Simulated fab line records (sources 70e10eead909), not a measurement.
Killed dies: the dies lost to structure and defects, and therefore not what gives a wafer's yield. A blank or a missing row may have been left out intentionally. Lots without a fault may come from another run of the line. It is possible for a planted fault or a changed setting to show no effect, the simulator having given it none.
Chamber matching :: flow nand_harc :: 4 sister chambers for NHARC_A_CONTACT_ETCH_102 on rie_diel-08
The step etches the open film in CF4/O2, target depth 70 nm, overetch 7 nm, time 38.5 s. 22 wafers are shown with their chamber, then 11 later ones without.

EACH WAFER AND ITS CHAMBER
wafer: L076.2
chamber: 2
drypump_motor_current_A (A): 4.9
showerhead_plenum_p_Torr (Torr): 1.41
oes_product_au (a.u.): 1.006

wafer: L076.3
chamber: 0
drypump_motor_current_A (A): 6.3
showerhead_plenum_p_Torr (Torr): 1.29
oes_product_au (a.u.): 1.010

wafer: L076.6
chamber: 2
drypump_motor_current_A (A): 4.9
showerhead_plenum_p_Torr (Torr): 1.41
oes_product_au (a.u.): 0.994

wafer: L077.1
chamber: 3
drypump_motor_current_A (A): 6.2
showerhead_plenum_p_Torr (Torr): 1.27
oes_product_au (a.u.): 1.010

wafer: L077.4
chamber: 2
drypump_motor_current_A (A): 4.9
showerhead_plenum_p_Torr (Torr): 1.41
oes_product_au (a.u.): 1.004

wafer: L077.5
chamber: 1
drypump_motor_current_A (A): 6.0
showerhead_plenum_p_Torr (Torr): 1.30
oes_product_au (a.u.): 0.979

wafer: L079.1
chamber: 1
drypump_motor_current_A (A): 6.1
showerhead_plenum_p_Torr (Torr): 1.30
oes_product_au (a.u.): 0.977

wafer: L079.4
chamber: 3
drypump_motor_current_A (A): 6.2
showerhead_plenum_p_Torr (Torr): 1.27
oes_product_au (a.u.): 1.020

wafer: L079.5
chamber: 1
drypump_motor_current_A (A): 6.1
showerhead_plenum_p_Torr (Torr): 1.30
oes_product_au (a.u.): 0.990

wafer: L089.3
chamber: 0
drypump_motor_current_A (A): 6.3
showerhead_plenum_p_Torr (Torr): 1.29
oes_product_au (a.u.): 1.012

wafer: L089.5
chamber: 1
drypump_motor_current_A (A): 6.1
showerhead_plenum_p_Torr (Torr): 1.30
oes_product_au (a.u.): 0.991

wafer: L089.6
chamber: 0
drypump_motor_current_A (A): 6.3
showerhead_plenum_p_Torr (Torr): 1.29
oes_product_au (a.u.): 1.003

wafer: L085.1
chamber: 3
drypump_motor_current_A (A): 6.2
showerhead_plenum_p_Torr (Torr): 1.27
oes_product_au (a.u.): 1.018

wafer: L085.2
chamber: 0
drypump_motor_current_A (A): 6.3
showerhead_plenum_p_Torr (Torr): 1.29
oes_product_au (a.u.): 1.007

wafer: L085.3
chamber: 2
drypump_motor_current_A (A): 4.9
showerhead_plenum_p_Torr (Torr): 1.41
oes_product_au (a.u.): 0.995

wafer: L091.3
chamber: 1
drypump_motor_current_A (A): 6.1
showerhead_plenum_p_Torr (Torr): 1.30
oes_product_au (a.u.): 0.971

wafer: L091.4
chamber: 2
drypump_motor_current_A (A): 4.9
showerhead_plenum_p_Torr (Torr): 1.41
oes_product_au (a.u.): 0.995

wafer: L091.5
chamber: 3
drypump_motor_current_A (A): 6.2
showerhead_plenum_p_Torr (Torr): 1.27
oes_product_au (a.u.): 0.990

wafer: L090.1
chamber: 0
drypump_motor_current_A (A): 6.3
showerhead_plenum_p_Torr (Torr): 1.28
oes_product_au (a.u.): 0.999

wafer: L090.4
chamber: 1
drypump_motor_current_A (A): 6.1
showerhead_plenum_p_Torr (Torr): 1.30
oes_product_au (a.u.): 0.974

wafer: L090.5
chamber: 3
drypump_motor_current_A (A): 6.2
showerhead_plenum_p_Torr (Torr): 1.27
oes_product_au (a.u.): 0.988

wafer: L093.1
chamber: 1
drypump_motor_current_A (A): 6.1
showerhead_plenum_p_Torr (Torr): 1.30
oes_product_au (a.u.): 0.988

SIGNATURES (means of the wafers above)
reading: drypump_motor_current_A
chamber 0: 6.300
chamber 1: 6.086
chamber 2: 4.900
chamber 3: 6.200
scatter within a chamber: 0.0218

reading: showerhead_plenum_p_Torr
chamber 0: 1.2880
chamber 1: 1.3000
chamber 2: 1.4100
chamber 3: 1.2700
scatter within a chamber: 0.00211

reading: oes_product_au
chamber 0: 1.00620
chamber 1: 0.98143
chamber 2: 0.99880
chamber 3: 1.00520
scatter within a chamber: 0.00935
Rule: a wafer's distance from a chamber is the root of the sum, over the readings, of the square of ((its reading less the chamber's mean) divided by the reading's scatter). If the next closest chamber is less than 2 further off than the closest, the wafer can't be placed; otherwise it belongs to the closest. How the scatter is found: for the shown wafers, subtract from each reading the mean of its chamber, square and add these, divide the total by (wafers less chambers), then take the root.

WAFERS WITHOUT THEIR CHAMBER
wafer: L093.3
drypump_motor_current_A (A): 4.9
showerhead_plenum_p_Torr (Torr): 1.41
oes_product_au (a.u.): 1.004

wafer: L093.5
drypump_motor_current_A (A): 4.9
showerhead_plenum_p_Torr (Torr): 1.41
oes_product_au (a.u.): 0.999

wafer: L092.3
drypump_motor_current_A (A): 4.9
showerhead_plenum_p_Torr (Torr): 1.41
oes_product_au (a.u.): 0.999

wafer: L092.5
drypump_motor_current_A (A): 6.2
showerhead_plenum_p_Torr (Torr): 1.27
oes_product_au (a.u.): 0.994

wafer: L092.6
drypump_motor_current_A (A): 6.3
showerhead_plenum_p_Torr (Torr): 1.28
oes_product_au (a.u.): 1.011

wafer: L094.1
drypump_motor_current_A (A): 6.2
showerhead_plenum_p_Torr (Torr): 1.30
oes_product_au (a.u.): 0.993

wafer: L094.3
drypump_motor_current_A (A): 6.2
showerhead_plenum_p_Torr (Torr): 1.27
oes_product_au (a.u.): 1.004

wafer: L094.6
drypump_motor_current_A (A): 6.2
showerhead_plenum_p_Torr (Torr): 1.30
oes_product_au (a.u.): 0.991

wafer: L097.1
drypump_motor_current_A (A): 6.2
showerhead_plenum_p_Torr (Torr): 1.27
oes_product_au (a.u.): 1.010

wafer: L097.2
drypump_motor_current_A (A): 4.9
showerhead_plenum_p_Torr (Torr): 1.41
oes_product_au (a.u.): 1.004

wafer: L097.6
drypump_motor_current_A (A): 4.9
showerhead_plenum_p_Torr (Torr): 1.41
oes_product_au (a.u.): 0.995

WHICH CHAMBER EACH WENT THROUGH
wafer: L093.3
from the rows above: 2
in truth: 2

wafer: L093.5
from the rows above: 2
in truth: 2

wafer: L092.3
from the rows above: 2
in truth: 2

wafer: L092.5
from the rows above: 3
in truth: 3

wafer: L092.6
from the rows above: 0
in truth: 0

wafer: L094.1
from the rows above: 1
in truth: 1

wafer: L094.3
from the rows above: 3
in truth: 3

wafer: L094.6
from the rows above: 1
in truth: 1

wafer: L097.1
from the rows above: 3
in truth: 3

wafer: L097.2
from the rows above: 2
in truth: 2

wafer: L097.6
from the rows above: 2
in truth: 2
Correctly placed: 11 of 11. From these rows, 0 cannot be placed. 0 placed wrongly.
